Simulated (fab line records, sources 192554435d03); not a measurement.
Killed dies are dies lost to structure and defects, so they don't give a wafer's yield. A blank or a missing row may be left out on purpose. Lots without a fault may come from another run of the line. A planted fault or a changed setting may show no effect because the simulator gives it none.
Which tool did it? | flow n5_finfet | 24 lots, 72 wafers sampled, at 6 steps of a route of 1938

WHAT THE GAUGES READ, wafer by wafer
N5_PASSIVATION_INSPECT_61: inspects for defects (macro). Usual: raw_defect_count 2.0, standard deviation 1.3.
lot  | measured     | on                | raw_defect_count | flag
L074 | day 13 20:04 | defect_inspect-02 | 1 1 2            |
L075 | day 14 00:16 | defect_inspect-01 | 2 4 2            |
L076 | day 14 00:07 | defect_inspect-02 | 1 2 2            |
L079 | day 14 01:07 | defect_inspect-01 | 0 1 4            |
L082 | day 14 10:52 | defect_inspect-01 | 2 4 1            |
L077 | day 14 14:21 | defect_inspect-02 | 0 3 3            |
L081 | day 14 14:40 | defect_inspect-02 | 2 4 2            |
L080 | day 15 03:08 | defect_inspect-02 | 2 4 3            |
L078 | day 15 11:09 | defect_inspect-02 | 2 4 5            |
L084 | day 15 11:19 | defect_inspect-01 | 1 1 3            |
L083 | day 15 19:44 | defect_inspect-01 | 5 0 1            |
L086 | day 16 02:33 | defect_inspect-02 | 1 1 2            |
L085 | day 15 23:40 | defect_inspect-01 | 2 2 3            |
L089 | day 16 22:16 | defect_inspect-01 | 0 3 1            |
L088 | day 16 22:41 | defect_inspect-02 | 1 0 3            |
L087 | day 17 04:38 | defect_inspect-01 | 0 4 2            |
L090 | day 17 05:29 | defect_inspect-02 | 1 5 2            |
L091 | day 17 17:56 | defect_inspect-02 | 3 4 2            |
L092 | day 17 17:25 | defect_inspect-02 | 3 1 4            |
L094 | day 17 17:45 | defect_inspect-02 | 0 3 2            |
L093 | day 17 20:53 | defect_inspect-02 | 2 0 1            |
L095 | day 18 06:25 | defect_inspect-01 | 1 3 3            |
L096 | day 18 19:32 | defect_inspect-02 | 4 3 3            |
L097 | day 18 20:54 | defect_inspect-01 | 2 2 2            |

WHICH TOOL RAN EACH LOT (tool, then ch and the chambers of the sampled wafers, then the start)
lot  | N5_BEOL_M15_DEGAS_41         | N5_BEOL_M15_PRE_CLEAN_42     | N5_BEOL_M15_SPUTTER_43       | N5_MIM_TOP_ALD_02                           | N5_MIM_TOP_LITHO_DESCUM_10
L074 | pvd_sputter-03, day 13 11:49 | pvd_sputter-03, day 13 11:51 | pvd_sputter-03, day 13 11:53 | ald_hk-03 ch 0,2,3, day 13 17:44 or earlier | rie_diel-06 ch 1,2, day 13 17:44
L075 | pvd_sputter-03, day 13 13:25 | pvd_sputter-03, day 13 13:27 | pvd_sputter-03, day 13 13:29 | ald_hk-03 ch 1,2, day 13 20:41 or earlier   | rie_diel-03 ch 1,2, day 13 20:41
L076 | pvd_sputter-01, day 13 13:32 | pvd_sputter-01, day 13 13:35 | pvd_sputter-01, day 13 13:37 | ald_hk-02 ch 0,1,3, day 13 20:57 or earlier | rie_diel-06 ch 2,3, day 13 20:57
L079 | pvd_sputter-01, day 13 16:59 | pvd_sputter-01, day 13 17:01 | pvd_sputter-01, day 13 17:04 | ald_hk-03 ch 2,3, day 13 22:44 or earlier   | rie_diel-03 ch 0,1,2, day 13 22:44
L082 | pvd_sputter-02, day 14 04:13 | pvd_sputter-02, day 14 04:15 | pvd_sputter-02, day 14 04:17 | ald_hk-03 ch 1,2,3, day 14 08:40 or earlier | rie_diel-03 ch 1,3, day 14 08:40
L077 | pvd_sputter-01, day 14 05:40 | pvd_sputter-01, day 14 05:43 | pvd_sputter-01, day 14 05:45 | ald_hk-01 ch 2,3, day 14 12:04 or earlier   | rie_diel-03 ch 2,3, day 14 12:04
L081 | pvd_sputter-02, day 14 06:29 | pvd_sputter-02, day 14 06:32 | pvd_sputter-02, day 14 06:34 | ald_hk-02 ch 0,2,3, day 14 12:13 or earlier | rie_diel-03 ch 0,2,3, day 14 12:13
L080 | pvd_sputter-02, day 14 16:26 | pvd_sputter-02, day 14 16:29 | pvd_sputter-02, day 14 16:31 | ald_hk-03 ch 1,2, day 14 22:17 or earlier   | rie_diel-03 ch 1,2,3, day 14 22:17
L078 | pvd_sputter-03, day 15 03:59 | pvd_sputter-03, day 15 04:01 | pvd_sputter-03, day 15 04:04 | ald_hk-02 ch 0,2,3, day 15 08:43 or earlier | rie_diel-03 ch 0,2,3, day 15 08:43
L084 | pvd_sputter-01, day 15 04:17 | pvd_sputter-01, day 15 04:19 | pvd_sputter-01, day 15 04:22 | ald_hk-03 ch 1,2,3, day 15 08:55 or earlier | rie_diel-03 ch 0,1,2, day 15 08:55
L083 | pvd_sputter-03, day 15 11:50 | pvd_sputter-03, day 15 11:53 | pvd_sputter-03, day 15 11:55 | ald_hk-03 ch 0,1,2, day 15 15:54 or earlier | rie_diel-01 ch 0,1, day 15 15:54
L086 | pvd_sputter-03, day 15 14:41 | pvd_sputter-03, day 15 14:43 | pvd_sputter-03, day 15 14:46 | ald_hk-02 ch 0,3, day 15 21:20 or earlier   | rie_diel-01 ch 0,1,2, day 15 21:20
L085 | pvd_sputter-02, day 15 14:52 | pvd_sputter-02, day 15 14:54 | pvd_sputter-02, day 15 14:56 | ald_hk-03 ch 1,2,3, day 15 21:23 or earlier | rie_diel-06 ch 1,2,3, day 15 21:23
L089 | pvd_sputter-02, day 16 10:13 | pvd_sputter-02, day 16 10:16 | pvd_sputter-02, day 16 10:18 | ald_hk-03 ch 0,3, day 16 16:52 or earlier   | rie_diel-06 ch 0,2, day 16 16:52
L088 | pvd_sputter-02, day 16 10:59 | pvd_sputter-02, day 16 11:01 | pvd_sputter-02, day 16 11:04 | ald_hk-01 ch 0,2,3, day 16 18:57 or earlier | rie_diel-06 ch 0,1,2, day 16 18:57
L087 | pvd_sputter-02, day 16 13:30 | pvd_sputter-02, day 16 13:32 | pvd_sputter-02, day 16 13:35 | ald_hk-01 ch 0,1,3, day 16 22:50 or earlier | rie_diel-06 ch 1,3, day 16 22:50
L090 | pvd_sputter-02, day 16 19:28 | pvd_sputter-02, day 16 19:30 | pvd_sputter-02, day 16 19:32 | ald_hk-02 ch 0,2,3, day 17 00:31 or earlier | rie_diel-06 ch 0,2,3, day 17 00:31
L091 | pvd_sputter-03, day 17 07:45 | pvd_sputter-03, day 17 08:22 | pvd_sputter-03, day 17 08:24 | ald_hk-02 ch 1,2,3, day 17 15:18 or earlier | rie_diel-03 ch 0,2, day 17 15:18
L092 | pvd_sputter-02, day 17 07:56 | pvd_sputter-02, day 17 07:59 | pvd_sputter-02, day 17 08:01 | ald_hk-02 ch 0,2,3, day 17 15:11 or earlier | rie_diel-06 ch 0,1,2, day 17 15:11
L094 | pvd_sputter-02, day 17 08:18 | pvd_sputter-02, day 17 08:20 | pvd_sputter-02, day 17 08:23 | ald_hk-01 ch 0,1,2, day 17 15:20 or earlier | rie_diel-06 ch 0,2,3, day 17 15:20
L093 | pvd_sputter-01, day 17 11:36 | pvd_sputter-01, day 17 11:38 | pvd_sputter-01, day 17 11:41 | ald_hk-02 ch 0,1,2, day 17 18:43 or earlier | rie_diel-01 ch 0,2,3, day 17 18:43
L095 | pvd_sputter-02, day 17 21:35 | pvd_sputter-02, day 17 21:38 | pvd_sputter-02, day 17 21:40 | ald_hk-01 ch 0,3, day 18 03:11 or earlier   | rie_diel-03 ch 1,2,3, day 18 03:11
L096 | pvd_sputter-02, day 18 11:11 | pvd_sputter-02, day 18 11:13 | pvd_sputter-02, day 18 11:16 | ald_hk-01 ch 0,1,3, day 18 15:43 or earlier | rie_diel-01 ch 1,2,3, day 18 15:43
L097 | pvd_sputter-03, day 18 11:45 | pvd_sputter-03, day 18 11:47 | pvd_sputter-03, day 18 11:50 | ald_hk-03 ch 0,1,3, day 18 17:53 or earlier | rie_diel-03 ch 1,2,3, day 18 17:53
- N5_BEOL_M15_DEGAS_41: time 60 s.
- N5_BEOL_M15_PRE_CLEAN_42: time 30 s.
- N5_BEOL_M15_SPUTTER_43: material TaN, target thk 15 nm, time 24.19 s.
- N5_MIM_TOP_ALD_02: deposits Al2O3, purge time 3 s, co reactant pulse time 3 s.
- N5_MIM_TOP_LITHO_DESCUM_10: chemistry O2, time 7.9 s.

WHAT THE TOOLS THEMSELVES READ (means of the sampled wafers that have a number; where no wafer has one, the mark that the record gives instead)
N5_BEOL_M15_DEGAS_41. Usual: heater_power_w 465 W, standard deviation 42.
lot  | tool           | heater_power_w (W) | flag
L074 | pvd_sputter-03 | 479                |
L075 | pvd_sputter-03 | 499                |
L076 | pvd_sputter-01 | 502                |
L079 | pvd_sputter-01 | 425                |
L082 | pvd_sputter-02 | 457                |
L077 | pvd_sputter-01 | 508                |
L081 | pvd_sputter-02 | 446                |
L080 | pvd_sputter-02 | 479                |
L078 | pvd_sputter-03 | 463                |
L084 | pvd_sputter-01 | 451                |
L083 | pvd_sputter-03 | 517                |
L086 | pvd_sputter-03 | 511                |
L085 | pvd_sputter-02 | 439                |
L089 | pvd_sputter-02 | 452                |
L088 | pvd_sputter-02 | 456                |
L087 | pvd_sputter-02 | 451                |
L090 | pvd_sputter-02 | 439                |
L091 | pvd_sputter-03 | 537                |
L092 | pvd_sputter-02 | 464                |
L094 | pvd_sputter-02 | 453                |
L093 | pvd_sputter-01 | 481                |
L095 | pvd_sputter-02 | 468                |
L096 | pvd_sputter-02 | 459                |
L097 | pvd_sputter-03 | 456                |

N5_BEOL_M15_PRE_CLEAN_42. Usual: heater_power_w 465 W, standard deviation 41.
lot  | tool           | heater_power_w (W) | flag
L074 | pvd_sputter-03 | 484                |
L075 | pvd_sputter-03 | 505                |
L076 | pvd_sputter-01 | 491                |
L079 | pvd_sputter-01 | 428                |
L082 | pvd_sputter-02 | 454                |
L077 | pvd_sputter-01 | 506                |
L081 | pvd_sputter-02 | 452                |
L080 | pvd_sputter-02 | 456                |
L078 | pvd_sputter-03 | 462                |
L084 | pvd_sputter-01 | 456                |
L083 | pvd_sputter-03 | 516                |
L086 | pvd_sputter-03 | 510                |
L085 | pvd_sputter-02 | 427                |
L089 | pvd_sputter-02 | 457                |
L088 | pvd_sputter-02 | 453                |
L087 | pvd_sputter-02 | 446                |
L090 | pvd_sputter-02 | 438                |
L091 | pvd_sputter-03 | 533                |
L092 | pvd_sputter-02 | 458                |
L094 | pvd_sputter-02 | 454                |
L093 | pvd_sputter-01 | 474                |
L095 | pvd_sputter-02 | 463                |
L096 | pvd_sputter-02 | 465                |
L097 | pvd_sputter-03 | 463                |

N5_BEOL_M15_SPUTTER_43. Usual: chamber_pressure_pa 0.11998 Pa, standard deviation 0.00022; throttle_valve_pct 30.2 %, standard deviation 1.4.
lot  | tool           | chamber_pressure_pa (Pa) | throttle_valve_pct (%) | flag
L074 | pvd_sputter-03 | 0.11995                  | 29.4                   |
L075 | pvd_sputter-03 | 0.11997                  | 31.2                   |
L076 | pvd_sputter-01 | 0.11976                  | 30.6                   |
L079 | pvd_sputter-01 | 0.12007                  | 30.9                   |
L082 | pvd_sputter-02 | 0.11984                  | 30.3                   |
L077 | pvd_sputter-01 | 0.12016                  | 30.5                   |
L081 | pvd_sputter-02 | 0.12006                  | 30.3                   |
L080 | pvd_sputter-02 | 0.12001                  | 29.6                   |
L078 | pvd_sputter-03 | 0.11989                  | 28.1                   |
L084 | pvd_sputter-01 | 0.12009                  | 30.1                   |
L083 | pvd_sputter-03 | 0.12007                  | 30.1                   |
L086 | pvd_sputter-03 | 0.12008                  | 30.2                   |
L085 | pvd_sputter-02 | 0.11987                  | 30.9                   |
L089 | pvd_sputter-02 | 0.11994                  | 30.5                   |
L088 | pvd_sputter-02 | 0.12009                  | 30.1                   |
L087 | pvd_sputter-02 | 0.11973                  | 30.8                   |
L090 | pvd_sputter-02 | 0.12005                  | 30.8                   |
L091 | pvd_sputter-03 | 0.11990                  | 30.9                   |
L092 | pvd_sputter-02 | 0.11986                  | 30.3                   |
L094 | pvd_sputter-02 | 0.11992                  | 30.5                   |
L093 | pvd_sputter-01 | 0.12011                  | 29.6                   |
L095 | pvd_sputter-02 | 0.12017                  | 30.0                   |
L096 | pvd_sputter-02 | 0.11996                  | 30.3                   |
L097 | pvd_sputter-03 | 0.12006                  | 29.1                   |

N5_MIM_TOP_ALD_02. Usual: precursor_pulse_height_rel 1.001, standard deviation 0.017.
lot  | tool      | precursor_pulse_height_rel | flag
L074 | ald_hk-03 | 1.013                      |
L075 | ald_hk-03 | 1.007                      |
L076 | ald_hk-02 | 1.003                      |
L079 | ald_hk-03 | 0.992                      |
L082 | ald_hk-03 | 1.007                      |
L077 | ald_hk-01 | 0.998                      |
L081 | ald_hk-02 | 0.993                      |
L080 | ald_hk-03 | 0.994                      |
L078 | ald_hk-02 | 1.006                      |
L084 | ald_hk-03 | 0.993                      |
L083 | ald_hk-03 | 1.012                      |
L086 | ald_hk-02 | 1.012                      |
L085 | ald_hk-03 | 0.984                      |
L089 | ald_hk-03 | 1.014                      |
L088 | ald_hk-01 | 1.002                      |
L087 | ald_hk-01 | 1.007                      |
L090 | ald_hk-02 | 1.013                      |
L091 | ald_hk-02 | 0.994                      |
L092 | ald_hk-02 | 0.995                      |
L094 | ald_hk-01 | 0.995                      |
L093 | ald_hk-02 | 0.979                      |
L095 | ald_hk-01 | 1.010                      |
L096 | ald_hk-01 | 1.014                      |
L097 | ald_hk-03 | 0.995                      |

N5_MIM_TOP_LITHO_DESCUM_10. Usual: drypump_motor_current_A 5.6 A, standard deviation 0.4; oes_product_au 0.81 a.u., standard deviation 0.073; rf_vpp_V 242.8 V, standard deviation 1.4; showerhead_plenum_p_Torr 2.08 Torr, standard deviation 0.079; throttle_valve_pct 20.44 %, standard deviation 0.23.
lot  | tool        | drypump_motor_current_A (A) | oes_product_au (a.u.) | rf_vpp_V (V) | showerhead_plenum_p_Torr (Torr) | throttle_valve_pct (%) | flag
L074 | rie_diel-06 | 5.4                         | 0.91                  | 242.5        | 2.07                            | 20.39                  |
L075 | rie_diel-03 | 5.8                         | 0.88                  | 244.4        | 2.18                            | 20.29                  |
L076 | rie_diel-06 | 5.3                         | 0.87                  | 242.2        | 2.10                            | 20.62                  |
L079 | rie_diel-03 | 5.6                         | 0.81                  | 242.8        | 2.12                            | 20.36                  |
L082 | rie_diel-03 | 5.8                         | 0.78                  | 243.0        | 2.12                            | 20.53                  |
L077 | rie_diel-03 | 5.8                         | 0.79                  | 244.3        | 2.15                            | 20.67                  |
L081 | rie_diel-03 | 5.6                         | 0.77                  | 243.6        | 2.11                            | 20.56                  |
L080 | rie_diel-03 | 5.9                         | 0.82                  | 244.0        | 2.16                            | 20.48                  |
L078 | rie_diel-03 | 5.6                         | 0.76                  | 243.6        | 2.10                            | 20.57                  |
L084 | rie_diel-03 | 5.6                         | 0.80                  | 242.1        | 2.11                            | 20.38                  |
L083 | rie_diel-01 | 5.8                         | 0.85                  | 242.6        | 2.04                            | 20.46                  |
L086 | rie_diel-01 | 5.7                         | 0.84                  | 241.5        | 2.04                            | 20.57                  |
L085 | rie_diel-06 | 5.5                         | 0.86                  | 243.4        | 2.07                            | 20.52                  |
L089 | rie_diel-06 | 5.2                         | 0.78                  | 242.4        | 2.06                            | 20.50                  |
L088 | rie_diel-06 | 5.5                         | 0.80                  | 242.6        | 2.04                            | 20.38                  |
L087 | rie_diel-06 | 5.8                         | 0.87                  | 241.9        | 2.05                            | 20.41                  |
L090 | rie_diel-06 | 5.5                         | 0.79                  | 242.8        | 2.05                            | 20.46                  |
L091 | rie_diel-03 | 5.4                         | 0.90                  | 244.4        | 2.22                            | 20.21                  |
L092 | rie_diel-06 | 5.5                         | 0.79                  | 241.9        | 2.03                            | 20.39                  |
L094 | rie_diel-06 | 5.5                         | 0.80                  | 241.9        | 2.04                            | 20.49                  |
L093 | rie_diel-01 | 5.6                         | 0.80                  | 241.5        | 2.03                            | 20.50                  |
L095 | rie_diel-03 | 5.8                         | 0.79                  | 243.4        | 2.15                            | 20.53                  |
L096 | rie_diel-01 | 6.1                         | 0.79                  | 242.2        | 2.03                            | 20.47                  |
L097 | rie_diel-03 | 5.9                         | 0.78                  | 245.1        | 2.15                            | 20.53                  |

THE ANSWER, worked out from the rows above alone
Rule: a lot is off if the mean of its wafers that have a number lies more than 3 standard deviations from the usual mean. A lot without any number at a reading at which 4 lots or more have one is off too. The other lots that the step has rows for count as sound. The gauges are gone through in route order, then the tools' own readings, and for those a lot's mean is taken as printed above. The first step at which some lot is off is used, and at that step the reading that is off furthest; a lot without a number counts as furthest.
No lot is off at any reading shown: from this, nothing can be told.

WHAT THE SIMULATOR HAD PUT IN
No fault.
